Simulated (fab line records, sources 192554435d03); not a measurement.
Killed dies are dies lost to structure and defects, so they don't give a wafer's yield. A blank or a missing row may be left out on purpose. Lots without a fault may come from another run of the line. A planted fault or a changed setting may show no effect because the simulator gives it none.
fab line records | flow n5_finfet
record lots=7 wafers=21
route steps=1938 shown BEOL_M2@857 BEOL_M3@938 BEOL_M4@1028
start_h: hours from the record's first day to the start of the lot's first wafer shown | wait_h: hours since the lot's step before | " the same as in the row above | L1.1+2: a row that stands for several wafers | - no value, or no start given | * or withheld: withheld | < > ~ a bound
route shown NAME@n: a module of which the file shows steps, and the number in the route of the first | usual: mean/standard deviation of fault-free wafers | same: alike in all rows | chamber/n: place in a boat | sites: the reading at each site | _std_site: their standard deviation | _edge_site: outer sites' mean less inner sites' | radius_mm: how far each site lies from the wafer's centre | mask NAME#n: copy n | behind: the tool/chamber that last shaped the wafer | hold: why the lot was held/for how many hours/how that ended | device: the transistor (n, p or np) that didn't switch | end of line: the same wafers' tests at the end of the route | a step without rows: its recipe alone | killed: dies lost to structure and defects at the first sort, not the wafer's yield | map: a wafer's dies, x killed, . not, _ none there
set.NAME: the setting as run; set.NAME@STEP: as run at that earlier step | model.NAME: the simulator's own value behind a step, which no gauge read
lots whose settings were changed on purpose; a table a step, a row a wafer
## steps
# step N5_BEOL_M2_DESCUM_16
# recipe chemistry=O2 time_s=7 source_power_w=50 bias_power_w=20 pressure_mtorr=20 rf_frequency_hz=2.712e+07 temp_c=40 resist=CAR-EUV o2_flow_sccm=225
# columns lot.wafer tool chamber start_h wait_h set.time_s model.CAR-EUV_of_BEOL_M2_COAT_05.thk_nm
L075.1+5 rie_diel-02 3 141.60 0.2 7 26.2
L075.3 " 0 " " 6.077 26.6
L082.1 rie_diel-03 0 183.72 0.0 7 26
L082.2+6 " 1,3 " " 7 26.2
L083.1+3 rie_diel-04 3,0 195.07 0.0 7 26
L083.4 " 1 " " 6.363 26.4
L087.1 rie_diel-04 0 212.57 0.0 7.83 25.6
L087.2 " 2 " " 7 26
L087.4 " 2 " " 7 26.2
L093.3+5 rie_diel-03 3 251.44 0.1 7 26.2
L093.6 " 2 " " 7 26
L095.2+6 rie_diel-03 1,2 261.68 0.2 5.841 26.6
L095.4 " 0 " " 7 26
L096.1+3 rie_diel-03 1,0 271.02 0.0 5.952 26.6
L096.6 " 3 " " 7 26
# step N5_BEOL_M2_ETCH_74
# recipe chemistry=N2/H2 target=underlayer target_depth_a=65 mask_material=CAR-EUV time_s=5.2 ion_energy_ev=200 pressure_mtorr=30 source_w=840 bias_w=150 n2_flow_sccm=200 h2_flow_sccm=200 ends=cleared
# step N5_BEOL_M2_ETCH_63
# recipe chemistry=CF4 target=SiARC target_depth_a=156 mask_material=CAR-EUV time_s=26 ion_energy_ev=80 pressure_mtorr=40 source_w=545 bias_w=36 Ar_flow_sccm=100 cf4_flow_sccm=100 ends=cleared
# step N5_BEOL_M2_ETCH_64
# recipe chemistry=N2/H2 target=SOC target_depth_a=750 overetch_a=225 mask_material=SiARC temp_c=40 time_s=121.9 ion_energy_ev=200 pressure_mtorr=30 source_w=840 bias_w=150 n2_flow_sccm=200 h2_flow_sccm=200
# columns lot.wafer tool chamber start_h wait_h set.spin_rpm@BEOL_M2_COAT_61 model.etch.depth_nm
L075.1 rie_diel-02 3 141.68 0.0 1500 60.25
L075.3 " 0 " " 1500 60.16
L075.5 " 3 " " 1430 61.49
L082.1 rie_diel-03 0 183.80 0.0 1500 59.68
L082.2 " 1 " " 1500 59.79
L082.6 " 3 " " 1500 59.57
L083.1 rie_diel-04 3 195.15 0.0 1500 60.04
L083.3 " 0 " " 1500 60.02
L083.4 " 1 " " 1500 60.09
L087.1 rie_diel-04 0 212.65 0.0 1365 62.76
L087.2 " 2 " " 1365 62.89
L087.4 " 2 " " 1500 60.01
L093.3 rie_diel-03 3 251.52 0.0 1364 62.87
L093.5 " 3 " " 1364 62.98
L093.6 " 2 " " 1500 60.19
L095.2 rie_diel-03 1 261.76 0.0 1500 59.94
L095.4 " 0 " " 1500 59.6
L095.6 " 2 " " 1500 59.69
L096.1 rie_diel-03 1 271.10 0.0 1500 60.03
L096.3 " 0 " " 1331 63.95
L096.6 " 3 " " 1331 63.94
# step N5_BEOL_M2_STRIP_65
# recipe chemistry=N2/H2 temp_c=40 n2_flow_sccm=200 h2_flow_sccm=200 rf_frequency_hz=6e+07
# step N5_BEOL_M2_STRIP_75
# recipe chemistry=N2/H2 temp_c=40 n2_flow_sccm=200 h2_flow_sccm=200 rf_frequency_hz=6e+07
# step N5_BEOL_M2_STRIP_66
# recipe chemistry=CF4 resist=SiARC power_w=300 bias_power_w=75 pressure_mtorr=50 cf4_flow_sccm=150 rf_frequency_hz=6e+07
# step N5_BEOL_M2_HM_OPEN_17
# recipe chemistry=Cl2/BCl3 target_depth_a=200 overetch_a=60 target=TiN mask_material=SOC ion_energy_ev=150 pressure_mtorr=10 icp_w=1000 bias_w=126 Cl2_flow_sccm=53.25 bcl3_flow_sccm=21.75 Ar_flow_sccm=25
# columns lot.wafer tool chamber start_h wait_h set.spin_rpm@BEOL_M2_COAT_61 model.SOC_of_BEOL_M2_COAT_61.thk_nm
L075.1+3 rie_metal-01 1 141.86 0.0 1500 52.2
L075.5 " 0 " " 1430 53.4
L082.1+6 rie_metal-01 1,0 183.97 0.0 1500 51.6
L082.2 " 0 " " 1500 51.8
L083.1 rie_metal-02 0 195.32 0.0 1500 51.8
L083.3+4 " 0,1 " " 1500 52
L087.1+2 rie_metal-02 1,0 212.83 0.0 1365 54.8
L087.4 " 0 " " 1500 51.8
L093.3+5 rie_metal-03 0,1 251.72 0.1 1364 54.8
L093.6 " 0 " " 1500 52
L095.2 rie_metal-01 0 261.93 0.0 1500 52
L095.4+6 " 1,0 " " 1500 51.8
L096.1 rie_metal-01 1 271.27 0.0 1500 52
L096.3+6 " 0 " " 1331 56
# step N5_BEOL_M3_COAT_05
# recipe resist=CAR-EUV spin_rpm=1500 resist_thk_nm=30
# columns lot.wafer tool chamber start_h wait_h set.spin_rpm model.CAR-EUV_of_BEOL_M3_COAT_05.thk_nm
L075.1 litho_track-05 0 - - 1431 30.8
L075.3+5 " 0 " " 1500 30
L082.1+6 litho_track-01 0 - - 1500 30.2
L082.2 " 0 " " 1500 30
L083.1 litho_track-03 0 - - 1500 30.2
L083.3+4 " 0 " " 1414 31
L087.1+2 litho_track-01 0 - - 1500 30
L087.4 " 0 " " 1341 31.8
L093.3 litho_track-05 0 - - 1500 30
L093.5+6 " 0 " " 1369 31.4
L095.2+6 litho_track-03 0 - - 1500 29.8
L095.4 " 0 " " 1542 29.4
L096.1+6 litho_track-05 0 - - 1500 30
L096.3 " 0 " " 1645 28.8
# step N5_BEOL_M3_EBR_07
# recipe solvent=PGMEA ebr_width_mm=1.5
# step N5_BEOL_M3_SOFTBAKE_06
# recipe temp_c=110 time_s=60 resist=CAR-EUV
# step N5_BEOL_M3_EXPOSE_08
# recipe mask_id=M3 na=0.33 source_shape=dipole sigma_inner=0.369 sigma_outer=0.767 polarization=unpolarized dose_mj=33
# step N5_BEOL_M3_PEB_09
# recipe peb_temp_c=100 peb_time_s=60 resist=CAR-EUV
# step N5_BEOL_M3_DEVELOP_10
# recipe develop_time_s=30 developer=TMAH resist=CAR-EUV rinse_liquid=surfactant_rinse dry=air_spin dev_temp_c=23
# columns lot.wafer tool chamber start_h wait_h set.spin_rpm@BEOL_M3_COAT_05 model.CAR-EUV_of_BEOL_M3_COAT_05.thk_nm
L075.1 litho_track-05 0 - - 1431 30.4
L075.3+5 " 0 " " 1500 29.6
L082.1 litho_track-03 0 - - 1500 29.8
L082.2+6 " 0 " " 1500 29.6
L083.1 litho_track-05 0 - - 1500 29.6
L083.3+4 " 0 " " 1414 30.6
L087.1 litho_track-05 0 - - 1500 29.4
L087.2 " 0 " " 1500 29.6
L087.4 " 0 " " 1341 31.4
L093.3 litho_track-01 0 - - 1500 29.4
L093.5 " 0 " " 1369 30.8
L093.6 " 0 " " 1369 31
L095.2+6 litho_track-03 0 - - 1500 29.4
L095.4 " 0 " " 1542 29
L096.1 litho_track-01 0 - - 1500 29.6
L096.3 " 0 " " 1645 28.2
L096.6 " 0 " " 1500 29.4
# step N5_BEOL_M3_ETCH_64
# recipe chemistry=N2/H2 target=SOC target_depth_a=750 overetch_a=150 mask_material=SiARC temp_c=40 time_s=112.5 ion_energy_ev=200 pressure_mtorr=30 source_w=840 bias_w=150 n2_flow_sccm=200 h2_flow_sccm=200
# columns lot.wafer tool chamber start_h wait_h set.time_s
L075.1+3+5 rie_diel-01 1,2,0 153.05 0.0 112.5
L082.1+2+6 rie_diel-01 0,2,3 194.61 0.0 112.5
L083.1+3+4 rie_diel-05 2,2,3 202.94 0.0 112.5
L087.1 rie_diel-01 3 237.28 0.0 91.32
L087.2+4 " 1,2 " " 112.5
L093.3+5+6 rie_diel-05 0,0,3 261.60 0.0 112.5
L095.2+4 rie_diel-05 0,1 276.76 0.0 136.1
L095.6 " 1 " " 112.5
L096.1+3+6 rie_diel-01 3,1,2 284.59 0.0 112.5
# step N5_BEOL_M3_STRIP_65
# recipe chemistry=N2/H2 temp_c=40 n2_flow_sccm=200 h2_flow_sccm=200 rf_frequency_hz=6e+07
# step N5_BEOL_M3_STRIP_75
# recipe chemistry=N2/H2 temp_c=40 n2_flow_sccm=200 h2_flow_sccm=200 rf_frequency_hz=6e+07
# step N5_BEOL_M3_STRIP_66
# recipe chemistry=CF4 resist=SiARC power_w=300 bias_power_w=75 pressure_mtorr=50 cf4_flow_sccm=150 rf_frequency_hz=6e+07
# step N5_BEOL_M3_HM_OPEN_17
# recipe chemistry=Cl2/BCl3 target_depth_a=200 overetch_a=60 target=TiN mask_material=SOC ion_energy_ev=150 pressure_mtorr=10 icp_w=1000 bias_w=126 Cl2_flow_sccm=53.25 bcl3_flow_sccm=21.75 Ar_flow_sccm=25
# columns lot.wafer tool chamber start_h wait_h set.time_s@BEOL_M3_ETCH_64 model.etch.depth_nm
L075.1 rie_metal-02 1 153.22 0.0 112.5 19.99
L075.3 " 0 " " 112.5 20.18
L075.5 " 1 " " 112.5 20.16
L082.1 rie_metal-02 1 194.78 0.0 112.5 20.15
L082.2 " 0 " " 112.5 20.13
L082.6 " 0 " " 112.5 20.02
L083.1 rie_metal-03 1 203.18 0.0 112.5 19.74
L083.3 " 1 " " 112.5 19.87
L083.4 " 0 " " 112.5 19.71
L087.1 rie_metal-02 1 237.45 0.0 91.32 20.21
L087.2 " 0 " " 112.5 19.86
L087.4 " 1 " " 112.5 20.15
L093.3 rie_metal-01 0 261.79 0.1 112.5 20.27
L093.5 " 0 " " 112.5 20.5
L093.6 " 1 " " 112.5 20.47
L095.2 rie_metal-01 1 276.92 0.0 136.1 17.89
L095.4 " 1 " " 136.1 17.93
L095.6 " 0 " " 112.5 20.45
L096.1 rie_metal-01 0 284.76 0.0 112.5 19.68
L096.3 " 0 " " 112.5 19.64
L096.6 " 1 " " 112.5 19.66
# step N5_BEOL_M3_ETCH_41
# recipe chemistry=CH3F/O2 target=SiCN target_depth_a=299 taper_deg=2 time_s=52.5 ion_energy_ev=120 mask_material=TiN pressure_mtorr=30 source_w=395 bias_w=75 Ar_flow_sccm=150 CH3F_flow_sccm=30 O2_flow_sccm=20
# columns lot.wafer tool chamber start_h wait_h set.target_depth_a model.etch.depth_nm
L075.1 rie_diel-05 1 - - 299 20.24
L075.3 " 3 " " 299 19.98
L075.5 " 0 " " 310.4 20.6
L082.1 rie_diel-05 2 - - 299 20.33
L082.2 " 1 " " 299 20.39
L082.6 " 2 " " 299 20.22
L083.1 rie_diel-01 2 - - 275.8 18.67
L083.3 " 1 " " 275.8 17.53
L083.4 " 3 " " 299 19.81
L087.1 rie_diel-06 3 - - 299 19.59
L087.2 " 2 " " 288.4 19.49
L087.4 " 1 " " 288.4 18.76
L093.3 rie_diel-01 3 - - 328.8 21.94
L093.5 " 1 " " 299 18.92
L093.6 " 3 " " 299 19.88
L095.2 rie_diel-01 1 - - 275.7 17.2
L095.4 " 0 " " 275.7 18.02
L095.6 " 1 " " 275.7 17.29
L096.1 rie_diel-05 0 - - 299 20.03
L096.3 " 3 " " 265.7 17.37
L096.6 " 1 " " 299 20.02
# step N5_BEOL_M4_COAT_05
# recipe resist=CAR-EUV spin_rpm=1500 resist_thk_nm=30
# columns lot.wafer tool chamber start_h wait_h set.spin_rpm model.CAR-EUV_of_BEOL_M4_COAT_05.thk_nm
L075.1 litho_track-02 0 - - 1500 30
L075.3 " 0 " " 1430 30.8
L075.5 " 0 " " 1500 30.2
L082.1+2+6 litho_track-05 0 - - 1500 30
L083.1 litho_track-02 0 - - 1423 30.8
L083.3 " 0 " " 1500 30.2
L083.4 " 0 " " 1423 31
L087.1+2 litho_track-02 0 - - 1568 29.4
L087.4 " 0 " " 1500 30
L093.3+5 litho_track-02 0 - - 1500 30
L093.6 " 0 " " 1500 29.8
L095.2+6 litho_track-04 0 - - 1446 30.6
L095.4 " 0 " " 1500 30
L096.1 litho_track-05 0 - - 1500 29.8
L096.3 " 0 " " 1392 31.2
L096.6 " 0 " " 1500 30
# step N5_BEOL_M4_EBR_07
# recipe solvent=PGMEA ebr_width_mm=1.5
# step N5_BEOL_M4_SOFTBAKE_06
# recipe temp_c=110 time_s=60 resist=CAR-EUV
# step N5_BEOL_M4_EXPOSE_08
# recipe mask_id=M4 na=0.33 source_shape=dipole sigma_inner=0.369 sigma_outer=0.767 polarization=unpolarized dose_mj=41.25
# step N5_BEOL_M4_PEB_09
# recipe peb_temp_c=100 peb_time_s=60 resist=CAR-EUV
# step N5_BEOL_M4_DEVELOP_10
# recipe develop_time_s=30 developer=TMAH resist=CAR-EUV rinse_liquid=surfactant_rinse dry=air_spin dev_temp_c=23
# columns lot.wafer tool chamber start_h wait_h set.spin_rpm@BEOL_M4_COAT_05 model.CAR-EUV_of_BEOL_M4_COAT_05.thk_nm
L075.1+5 litho_track-05 0 - - 1500 29.6
L075.3 " 0 " " 1430 30.4
L082.1+6 litho_track-04 0 - - 1500 29.6
L082.2 " 0 " " 1500 29.4
L083.1 litho_track-05 0 - - 1423 30.4
L083.3 " 0 " " 1500 29.6
L083.4 " 0 " " 1423 30.6
L087.1+2 litho_track-02 0 - - 1568 28.8
L087.4 " 0 " " 1500 29.6
L093.3+5 litho_track-02 0 - - 1500 29.6
L093.6 " 0 " " 1500 29.4
L095.2+6 litho_track-04 0 - - 1446 30.2
L095.4 " 0 " " 1500 29.6
L096.1 litho_track-04 0 - - 1500 29.4
L096.3 " 0 " " 1392 30.8
L096.6 " 0 " " 1500 29.6
# step N5_BEOL_M4_DESCUM_16
# recipe chemistry=O2 time_s=7 source_power_w=50 bias_power_w=20 pressure_mtorr=20 rf_frequency_hz=2.712e+07 temp_c=40 resist=CAR-EUV o2_flow_sccm=225
# step N5_BEOL_M4_ETCH_74
# recipe chemistry=N2/H2 target=underlayer target_depth_a=65 mask_material=CAR-EUV time_s=5.2 ion_energy_ev=200 pressure_mtorr=30 source_w=840 bias_w=150 n2_flow_sccm=200 h2_flow_sccm=200 ends=cleared
# columns lot.wafer tool chamber start_h wait_h set.spin_rpm@BEOL_M4_COAT_05 model.CAR-EUV_of_BEOL_M4_COAT_05.thk_nm
L075.1 rie_diel-03 1 169.44 0.0 1500 20.4
L075.3 " 3 " " 1430 21.2
L075.5 " 3 " " 1500 20.6
L082.1+6 rie_diel-03 3,0 202.45 0.0 1500 20.4
L082.2 " 2 " " 1500 20.2
L083.1+4 rie_diel-02 3 219.19 0.0 1423 21.4
L083.3 " 2 " " 1500 20.4
L087.1+2 rie_diel-02 1,0 243.97 0.0 1568 19.6
L087.4 " 3 " " 1500 20.4
L093.3+5 rie_diel-03 3 279.35 0.0 1500 20.4
L093.6 " 0 " " 1500 20.2
L095.2 rie_diel-03 2 287.57 0.0 1446 20.8
L095.4 " 3 " " 1500 20.4
L095.6 " 1 " " 1446 21
L096.1 rie_diel-04 3 293.16 0.0 1500 20.2
L096.3 " 2 " " 1392 21.6
L096.6 " 1 " " 1500 20.4
# step N5_BEOL_M4_ETCH_64
# recipe chemistry=N2/H2 target=SOC target_depth_a=750 overetch_a=225 mask_material=SiARC temp_c=40 time_s=121.9 ion_energy_ev=200 pressure_mtorr=30 source_w=840 bias_w=150 n2_flow_sccm=200 h2_flow_sccm=200
# usual rf_vpp_V=524.5/2.6
# columns lot.wafer tool chamber start_h wait_h set.bias_w rf_vpp_V model.SiARC_of_BEOL_M4_COAT_62.thk_nm
L075.1 rie_diel-03 1 169.49 0.0 150 524.4 6.2
L075.3 " 3 " " 150 525.0 6.2
L075.5 " 3 " " 150 524.2 6.2
L082.1 rie_diel-03 3 202.50 0.0 150 523.6 6.2
L082.2 " 2 " " 150 522.2 6
L082.6 " 0 " " 150 521.5 6
L083.1 rie_diel-02 3 219.24 0.0 150 526.4 6.4
L083.3 " 2 " " 157 534.9 6.2
L083.4 " 3 " " 157 542.2 6.2
L087.1 rie_diel-02 1 244.02 0.0 176.6 586.7 5
L087.2 " 0 " " 176.6 581.7 4.8
L087.4 " 3 " " 150 526.2 6.4
L093.3 rie_diel-03 3 279.40 0.0 130.3 477.8 7.2
L093.5 " 3 " " 130.3 479.4 7.2
L093.6 " 0 " " 150 521.4 6
L095.2 rie_diel-03 2 287.61 0.0 161.1 546.9 5.6
L095.4 " 3 " " 161.1 549.3 5.8
L095.6 " 1 " " 150 525.9 6.2
L096.1 rie_diel-04 3 293.20 0.0 150 520.4 6.4
L096.3 " 2 " " 150 522.4 6.2
L096.6 " 1 " " 150 524.5 6.2
## key
split step=N5_BEOL_M2_DESCUM_16 setting=time_s stated=7 by=wafer
response step=N5_BEOL_M2_DESCUM_16 reading=model.CAR-EUV_of_BEOL_M2_COAT_05.thk_nm change=-0.0377 per=1% r=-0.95
split step=N5_BEOL_M3_COAT_05 setting=spin_rpm stated=1500 by=wafer
response step=N5_BEOL_M3_COAT_05 reading=model.CAR-EUV_of_BEOL_M3_COAT_05.thk_nm change=-0.152 per=1% r=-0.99
response step=N5_BEOL_M3_DEVELOP_10 reading=model.CAR-EUV_of_BEOL_M3_COAT_05.thk_nm change=-0.164 per=1% r=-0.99
split step=N5_BEOL_M3_ETCH_64 setting=time_s stated=112.5 by=wafer
response step=N5_BEOL_M3_HM_OPEN_17 reading=model.etch.depth_nm shape=bent at_lowest=20.21 at_stated=20.04 at_highest=17.91
split step=N5_BEOL_M3_ETCH_41 setting=target_depth_a stated=299 by=wafer
response step=N5_BEOL_M3_ETCH_41 reading=model.etch.depth_nm change=+0.231 per=1% r=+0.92
split step=N5_BEOL_M4_COAT_05 setting=spin_rpm stated=1500 by=wafer
response step=N5_BEOL_M4_COAT_05 reading=model.CAR-EUV_of_BEOL_M4_COAT_05.thk_nm change=-0.158 per=1% r=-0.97
response step=N5_BEOL_M4_DEVELOP_10 reading=model.CAR-EUV_of_BEOL_M4_COAT_05.thk_nm change=-0.176 per=1% r=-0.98
response step=N5_BEOL_M4_ETCH_74 reading=model.CAR-EUV_of_BEOL_M4_COAT_05.thk_nm change=-0.174 per=1% r=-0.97
split step=N5_BEOL_M4_ETCH_64 setting=bias_w stated=150 by=wafer
response step=N5_BEOL_M4_ETCH_64 reading=rf_vpp_V change=+3.21 per=1% r=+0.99
response step=N5_BEOL_M4_ETCH_64 reading=model.SiARC_of_BEOL_M4_COAT_62.thk_nm change=-0.0834 per=1% r=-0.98
split outside_this_file step=N5_BEOL_M2_COAT_61 setting=spin_rpm
# split outside_this_file: this setting was split too, and the file shows its column; the key of that split is in another file
